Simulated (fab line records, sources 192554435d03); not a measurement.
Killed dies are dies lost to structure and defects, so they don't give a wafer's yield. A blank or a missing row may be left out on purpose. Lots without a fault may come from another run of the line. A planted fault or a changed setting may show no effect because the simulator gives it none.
Which tool did it? | flow n5_finfet | 24 lots, 72 wafers sampled, at 6 steps of a route of 1938

WHAT THE GAUGES READ, wafer by wafer
The record holds no reading of a measuring or inspecting step that can be judged against a usual standard deviation.

WHICH TOOL RAN EACH LOT (tool, then ch and the chambers of the sampled wafers, then the start)
lot  | N5_BEOL_M3_STRIP_66                | N5_BEOL_M3_ALD_98                 | N5_BEOL_M3_SPUTTER_90        | N5_BEOL_M3_ANNEAL_93         | N5_BEOL_M3_SPUTTER_94        | N5_BEOL_M3_CO_CAP_55
L074 | rie_diel-03 ch 2,3, day 7 11:49    | ald_sin-01 ch 1,2,3, day 7 12:44  | pvd_sputter-01, day 8 03:16  | pvd_sputter-01, day 8 03:35  | pvd_sputter-01, day 8 03:42  | cvd_co-01 ch 0,1,2, day 8 04:47
L075 | rie_diel-06 ch 0,1,2, day 7 15:49  | ald_sin-02 ch 0,3, day 7 16:47    | pvd_sputter-02, day 8 03:20  | pvd_sputter-02, day 8 03:38  | pvd_sputter-02, day 8 03:46  | cvd_co-02 ch 0,2, day 8 04:51
L076 | rie_diel-03 ch 0,1,3, day 7 21:03  | ald_sin-04 ch 0,1, day 7 22:02    | pvd_sputter-02, day 8 06:40  | pvd_sputter-02, day 8 06:58  | pvd_sputter-02, day 8 07:07  | cvd_co-02 ch 0,1, day 8 08:31
L077 | rie_diel-05 ch 0,3, day 7 22:26    | ald_sin-02 ch 0,3, day 7 23:38    | pvd_sputter-01, day 8 09:51  | pvd_sputter-01, day 8 10:09  | pvd_sputter-01, day 8 10:17  | cvd_co-01 ch 0,1,2, day 8 11:25
L078 | rie_diel-03 ch 1,2, day 8 01:08    | ald_sin-04 ch 0,1, day 8 02:00    | pvd_sputter-03, day 8 18:21  | pvd_sputter-03, day 8 18:39  | pvd_sputter-03, day 8 18:47  | cvd_co-01 ch 2, day 8 19:53
L079 | rie_diel-05 ch 0,2,3, day 8 13:17  | ald_sin-04 ch 1,2,3, day 8 14:24  | pvd_sputter-03, day 8 22:53  | pvd_sputter-03, day 8 23:11  | pvd_sputter-03, day 8 23:20  | cvd_co-01 ch 1,2, day 9 00:41
L081 | rie_diel-03 ch 0,3, day 9 01:51    | ald_sin-04 ch 0,2, day 9 02:58    | pvd_sputter-02, day 9 17:47  | pvd_sputter-02, day 9 18:05  | pvd_sputter-02, day 9 18:14  | cvd_co-01 ch 0,1,2, day 9 19:24
L080 | rie_diel-03 ch 1,3, day 9 09:29    | ald_sin-04 ch 0,3, day 9 10:25    | pvd_sputter-03, day 9 19:36  | pvd_sputter-03, day 9 19:54  | pvd_sputter-03, day 9 20:02  | cvd_co-01 ch 0,1, day 9 21:07
L082 | rie_diel-03 ch 0,3, day 9 10:09    | ald_sin-01 ch 0,1,2, day 9 11:01  | pvd_sputter-02, day 9 20:46  | pvd_sputter-02, day 9 21:04  | pvd_sputter-02, day 9 21:13  | cvd_co-02 ch 0,1, day 9 22:17
L084 | rie_diel-06 ch 0,2,3, day 9 13:35  | ald_sin-01 ch 2,3, day 9 14:29    | pvd_sputter-01, day 10 01:26 | pvd_sputter-01, day 10 01:44 | pvd_sputter-01, day 10 01:52 | cvd_co-02 ch 1,2, day 10 02:58
L083 | rie_diel-05 ch 0,2,3, day 9 15:44  | ald_sin-04 ch 0,2,3, day 9 16:32  | pvd_sputter-03, day 10 01:55 | pvd_sputter-03, day 10 02:13 | pvd_sputter-03, day 10 02:21 | cvd_co-01 ch 0,1, day 10 03:28
L085 | rie_diel-05 ch 0,2,3, day 9 17:12  | ald_sin-01 ch 0,2,3, day 9 18:20  | pvd_sputter-02, day 10 01:20 | pvd_sputter-02, day 10 01:38 | pvd_sputter-02, day 10 01:46 | cvd_co-01 ch 0,1,2, day 10 02:51
L086 | rie_diel-03 ch 0,1,2, day 10 17:16 | ald_sin-02 ch 0,2, day 10 19:05   | pvd_sputter-01, day 10 22:56 | pvd_sputter-01, day 10 23:14 | pvd_sputter-01, day 10 23:22 | cvd_co-01 ch 0,1,2, day 11 00:27
L089 | rie_diel-03 ch 0,1,2, day 11 07:59 | ald_sin-01 ch 0,2,3, day 11 08:57 | pvd_sputter-02, day 11 17:11 | pvd_sputter-02, day 11 17:29 | pvd_sputter-02, day 11 17:37 | cvd_co-02 ch 1,2, day 11 19:18
L087 | rie_diel-06 ch 0,1, day 11 08:01   | ald_sin-02 ch 0,1,2, day 11 08:58 | pvd_sputter-01, day 11 17:26 | pvd_sputter-01, day 11 17:44 | pvd_sputter-01, day 11 17:53 | cvd_co-02 ch 1,2, day 11 19:44
L090 | rie_diel-05 ch 1,2,3, day 11 08:05 | ald_sin-02 ch 0,2,3, day 11 09:06 | pvd_sputter-02, day 11 20:05 | pvd_sputter-02, day 11 20:23 | pvd_sputter-02, day 11 20:32 | cvd_co-01 ch 0,1,2, day 11 21:37
L088 | rie_diel-05 ch 0,1,2, day 11 08:46 | ald_sin-04 ch 0,1,3, day 11 10:16 | pvd_sputter-03, day 12 01:08 | pvd_sputter-03, day 12 01:26 | pvd_sputter-03, day 12 01:35 | cvd_co-02 ch 0,1, day 12 02:41
L091 | rie_diel-03 ch 0,1,3, day 11 14:09 | ald_sin-01 ch 0,3, day 11 15:41   | pvd_sputter-01, day 12 01:25 | pvd_sputter-01, day 12 01:43 | pvd_sputter-01, day 12 01:51 | cvd_co-01 ch 0,1,2, day 12 02:57
L092 | rie_diel-03 ch 1,2, day 11 21:47   | ald_sin-04 ch 0,3, day 11 22:45   | pvd_sputter-02, day 12 01:47 | pvd_sputter-02, day 12 02:05 | pvd_sputter-02, day 12 02:14 | cvd_co-01 ch 0,1, day 12 03:19
L093 | rie_diel-05 ch 0,1,2, day 12 01:03 | ald_sin-04 ch 0,1,2, day 12 01:50 | pvd_sputter-02, day 12 07:59 | pvd_sputter-02, day 12 08:17 | pvd_sputter-02, day 12 08:26 | cvd_co-01 ch 1, day 12 09:32
L094 | rie_diel-05 ch 2,3, day 12 04:02   | ald_sin-01 ch 1,2, day 12 05:26   | pvd_sputter-03, day 12 11:11 | pvd_sputter-03, day 12 11:29 | pvd_sputter-03, day 12 11:37 | cvd_co-01 ch 1,2, day 12 12:43
L095 | rie_diel-03 ch 0,1, day 12 13:46   | ald_sin-02 ch 2,3, day 12 14:41   | pvd_sputter-03, day 12 20:56 | pvd_sputter-03, day 12 21:14 | pvd_sputter-03, day 12 21:22 | cvd_co-02 ch 1,2, day 12 22:27
L097 | rie_diel-05 ch 0,1,3, day 13 03:55 | ald_sin-02 ch 0,1,2, day 13 04:50 | pvd_sputter-03, day 15 10:00 | pvd_sputter-03, day 15 10:18 | pvd_sputter-03, day 15 10:26 | cvd_co-01 ch 0,1,2, day 15 11:55
L096 | rie_diel-06 ch 0,1, day 13 04:41   | ald_sin-01 ch 0,1,2, day 13 05:29 | pvd_sputter-01, day 13 16:29 | pvd_sputter-01, day 13 16:47 | pvd_sputter-01, day 13 16:55 | cvd_co-02 ch 1,2, day 13 18:01
- N5_BEOL_M3_STRIP_66: strips in CF4.
- N5_BEOL_M3_ALD_98: deposits SiO2, target thk 2.5 nm, pulse time 1 s, co reactant pulse time 1 s.
- N5_BEOL_M3_SPUTTER_90: material Cu, target thk 4.5 nm, time 8.29 s.
- N5_BEOL_M3_ANNEAL_93: time 240 s.
- N5_BEOL_M3_SPUTTER_94: material Cu, target thk 4.5 nm, time 8.29 s.
- N5_BEOL_M3_CO_CAP_55: material Co, precursor CCTBA/H2, target thk 2 nm, time 102.1 s.

WHAT THE TOOLS THEMSELVES READ (means of the sampled wafers that have a number; where no wafer has one, the mark that the record gives instead)
N5_BEOL_M3_STRIP_66.
lot  | tool        | drypump_motor_current_A (A) | oes_product_au (a.u.) | rf_fwd_power_W (W) | rf_vpp_V (V) | showerhead_plenum_p_Torr (Torr) | throttle_valve_pct (%)
L074 | rie_diel-03 | 5.8                         | 0.77                  | 292.7              | 270.6        | 1.78                            | 13.40
L075 | rie_diel-06 | 5.8                         | 0.77                  | 292.4              | 270.4        | 1.79                            | 13.66
L076 | rie_diel-03 | 5.3                         | 0.81                  | 293.4              | 271.5        | 1.81                            | 13.44
L077 | rie_diel-05 | 5.9                         | 0.75                  | 292.8              | 270.9        | 1.78                            | 13.58
L078 | rie_diel-03 | 5.6                         | 0.82                  | 293.3              | 270.2        | 1.75                            | 13.29
L079 | rie_diel-05 | 5.5                         | 0.78                  | 291.9              | 271.7        | 1.80                            | 13.56
L081 | rie_diel-03 | 5.3                         | 0.77                  | 293.6              | 271.9        | 1.82                            | 13.54
L080 | rie_diel-03 | 5.2                         | 0.82                  | 293.3              | 271.8        | 1.84                            | 13.50
L082 | rie_diel-03 | 5.2                         | 0.78                  | 293.1              | 271.3        | 1.86                            | 13.57
L084 | rie_diel-06 | 5.8                         | 0.75                  | 292.4              | 271.7        | 1.85                            | 13.63
L083 | rie_diel-05 | 5.5                         | 0.77                  | 293.4              | 270.3        | 1.80                            | 13.58
L085 | rie_diel-05 | 5.5                         | 0.77                  | 293.3              | 270.9        | 1.80                            | 13.58
L086 | rie_diel-03 | 5.7                         | 0.77                  | 292.7              | 270.6        | 1.75                            | 13.42
L089 | rie_diel-03 | 5.7                         | 0.76                  | 292.8              | 269.8        | 1.75                            | 13.43
L087 | rie_diel-06 | 5.8                         | 0.74                  | 293.0              | 271.2        | 1.81                            | 13.65
L090 | rie_diel-05 | 5.8                         | 0.82                  | 292.5              | 271.6        | 1.78                            | 13.43
L088 | rie_diel-05 | 5.6                         | 0.80                  | 292.8              | 270.0        | 1.79                            | 13.53
L091 | rie_diel-03 | 5.3                         | 0.79                  | 292.5              | 271.2        | 1.81                            | 13.51
L092 | rie_diel-03 | 5.9                         | 0.76                  | 292.6              | 269.5        | 1.73                            | 13.38
L093 | rie_diel-05 | 5.6                         | 0.79                  | 292.2              | 271.9        | 1.78                            | 13.54
L094 | rie_diel-05 | 5.7                         | 0.76                  | 292.6              | 271.2        | 1.79                            | 13.52
L095 | rie_diel-03 | 5.4                         | 0.79                  | 291.9              | 270.7        | 1.76                            | 13.42
L097 | rie_diel-05 | 6.1                         | 0.76                  | 292.3              | 270.4        | 1.77                            | 13.58
L096 | rie_diel-06 | 5.8                         | 0.73                  | 292.7              | 270.9        | 1.80                            | 13.68

N5_BEOL_M3_ALD_98.
lot  | tool       | heater_power_w (W) | precursor_pulse_height_rel
L074 | ald_sin-01 | 76                 | 1.015
L075 | ald_sin-02 | 79                 | 0.993
L076 | ald_sin-04 | 79                 | 0.983
L077 | ald_sin-02 | 80                 | 0.986
L078 | ald_sin-04 | 78                 | 1.005
L079 | ald_sin-04 | 80                 | 0.999
L081 | ald_sin-04 | 86                 | 0.976
L080 | ald_sin-04 | 79                 | 0.980
L082 | ald_sin-01 | 84                 | 0.995
L084 | ald_sin-01 | 74                 | 1.009
L083 | ald_sin-04 | 82                 | 0.998
L085 | ald_sin-01 | 79                 | 0.994
L086 | ald_sin-02 | 89                 | 0.996
L089 | ald_sin-01 | 78                 | 1.000
L087 | ald_sin-02 | 86                 | 0.974
L090 | ald_sin-02 | 84                 | 1.002
L088 | ald_sin-04 | 80                 | 0.992
L091 | ald_sin-01 | 83                 | 0.999
L092 | ald_sin-04 | 80                 | 0.982
L093 | ald_sin-04 | 85                 | 1.006
L094 | ald_sin-01 | 81                 | 1.008
L095 | ald_sin-02 | 83                 | 0.988
L097 | ald_sin-02 | 84                 | 1.012
L096 | ald_sin-01 | 80                 | 0.981

N5_BEOL_M3_SPUTTER_90.
lot  | tool           | chamber_pressure_pa (Pa) | throttle_valve_pct (%)
L074 | pvd_sputter-01 | 0.07004                  | 30.7
L075 | pvd_sputter-02 | 0.06997                  | 28.9
L076 | pvd_sputter-02 | 0.06998                  | 29.0
L077 | pvd_sputter-01 | 0.07009                  | 30.9
L078 | pvd_sputter-03 | 0.06995                  | 30.0
L079 | pvd_sputter-03 | 0.07001                  | 31.3
L081 | pvd_sputter-02 | 0.07001                  | 29.8
L080 | pvd_sputter-03 | 0.06995                  | 30.7
L082 | pvd_sputter-02 | 0.07008                  | 28.5
L084 | pvd_sputter-01 | 0.07018                  | 31.1
L083 | pvd_sputter-03 | 0.07007                  | 30.4
L085 | pvd_sputter-02 | 0.07007                  | 29.0
L086 | pvd_sputter-01 | 0.07008                  | 30.7
L089 | pvd_sputter-02 | 0.07023                  | 29.0
L087 | pvd_sputter-01 | 0.07007                  | 31.0
L090 | pvd_sputter-02 | 0.07003                  | 29.2
L088 | pvd_sputter-03 | 0.06993                  | 30.1
L091 | pvd_sputter-01 | 0.07011                  | 31.1
L092 | pvd_sputter-02 | 0.07010                  | 29.2
L093 | pvd_sputter-02 | 0.07001                  | 29.0
L094 | pvd_sputter-03 | 0.07000                  | 30.9
L095 | pvd_sputter-03 | 0.06999                  | 30.6
L097 | pvd_sputter-03 | 0.07011                  | 30.2
L096 | pvd_sputter-01 | 0.07000                  | 31.4

N5_BEOL_M3_ANNEAL_93.
lot  | tool           | heater_power_w (W)
L074 | pvd_sputter-01 | 893
L075 | pvd_sputter-02 | 867
L076 | pvd_sputter-02 | 865
L077 | pvd_sputter-01 | 915
L078 | pvd_sputter-03 | 911
L079 | pvd_sputter-03 | 787
L081 | pvd_sputter-02 | 733
L080 | pvd_sputter-03 | 895
L082 | pvd_sputter-02 | 914
L084 | pvd_sputter-01 | 862
L083 | pvd_sputter-03 | 845
L085 | pvd_sputter-02 | 871
L086 | pvd_sputter-01 | 890
L089 | pvd_sputter-02 | 861
L087 | pvd_sputter-01 | 865
L090 | pvd_sputter-02 | 814
L088 | pvd_sputter-03 | 908
L091 | pvd_sputter-01 | 855
L092 | pvd_sputter-02 | 812
L093 | pvd_sputter-02 | 819
L094 | pvd_sputter-03 | 849
L095 | pvd_sputter-03 | 791
L097 | pvd_sputter-03 | 850
L096 | pvd_sputter-01 | 883

N5_BEOL_M3_SPUTTER_94.
lot  | tool           | chamber_pressure_pa (Pa) | throttle_valve_pct (%)
L074 | pvd_sputter-01 | 0.06988                  | 30.6
L075 | pvd_sputter-02 | 0.07012                  | 29.1
L076 | pvd_sputter-02 | 0.06997                  | 28.9
L077 | pvd_sputter-01 | 0.07003                  | 30.8
L078 | pvd_sputter-03 | 0.06995                  | 30.0
L079 | pvd_sputter-03 | 0.07016                  | 31.2
L081 | pvd_sputter-02 | 0.06994                  | 29.7
L080 | pvd_sputter-03 | 0.07009                  | 30.9
L082 | pvd_sputter-02 | 0.06993                  | 28.6
L084 | pvd_sputter-01 | 0.07002                  | 31.1
L083 | pvd_sputter-03 | 0.06979                  | 30.3
L085 | pvd_sputter-02 | 0.07005                  | 29.0
L086 | pvd_sputter-01 | 0.07008                  | 30.6
L089 | pvd_sputter-02 | 0.07006                  | 29.0
L087 | pvd_sputter-01 | 0.07008                  | 31.1
L090 | pvd_sputter-02 | 0.06999                  | 29.0
L088 | pvd_sputter-03 | 0.06991                  | 30.0
L091 | pvd_sputter-01 | 0.07008                  | 31.2
L092 | pvd_sputter-02 | 0.07005                  | 29.1
L093 | pvd_sputter-02 | 0.06987                  | 29.1
L094 | pvd_sputter-03 | 0.07002                  | 31.0
L095 | pvd_sputter-03 | 0.06998                  | 30.5
L097 | pvd_sputter-03 | 0.07004                  | 30.3
L096 | pvd_sputter-01 | 0.07002                  | 31.3

N5_BEOL_M3_CO_CAP_55.
lot  | tool      | heater_power_w (W)
L074 | cvd_co-01 | 212
L075 | cvd_co-02 | 226
L076 | cvd_co-02 | 243
L077 | cvd_co-01 | 213
L078 | cvd_co-01 | 196
L079 | cvd_co-01 | 209
L081 | cvd_co-01 | 209
L080 | cvd_co-01 | 217
L082 | cvd_co-02 | 240
L084 | cvd_co-02 | 230
L083 | cvd_co-01 | 213
L085 | cvd_co-01 | 210
L086 | cvd_co-01 | 213
L089 | cvd_co-02 | 231
L087 | cvd_co-02 | 245
L090 | cvd_co-01 | 212
L088 | cvd_co-02 | 247
L091 | cvd_co-01 | 211
L092 | cvd_co-01 | 222
L093 | cvd_co-01 | 214
L094 | cvd_co-01 | 203
L095 | cvd_co-02 | 239
L097 | cvd_co-01 | 211
L096 | cvd_co-02 | 230

THE ANSWER, worked out from the rows above alone
Rule: what is usual is taken from the lots themselves. Put in order of their means at a reading, lots are off if they are a third of the lots or fewer, leave a main group of 4 or more, and stand apart from it by a gap of 3 or more times the standard deviation of the main group's means; of several such gaps the widest counts. A main group whose means are all the same, to the digits that the tables above print for the reading, isn't used. A lot without any number at a reading at which 4 lots or more have one is off too. The other lots that the step has rows for count as sound. The gauges are gone through in route order, then the tools' own readings, and for those a lot's mean is taken as printed above. The first step at which some lot is off is used, and at that step the reading that is off furthest; a lot without a number counts as furthest.
No lot is off at any reading shown: from this, nothing can be told.

WHAT THE SIMULATOR HAD PUT IN
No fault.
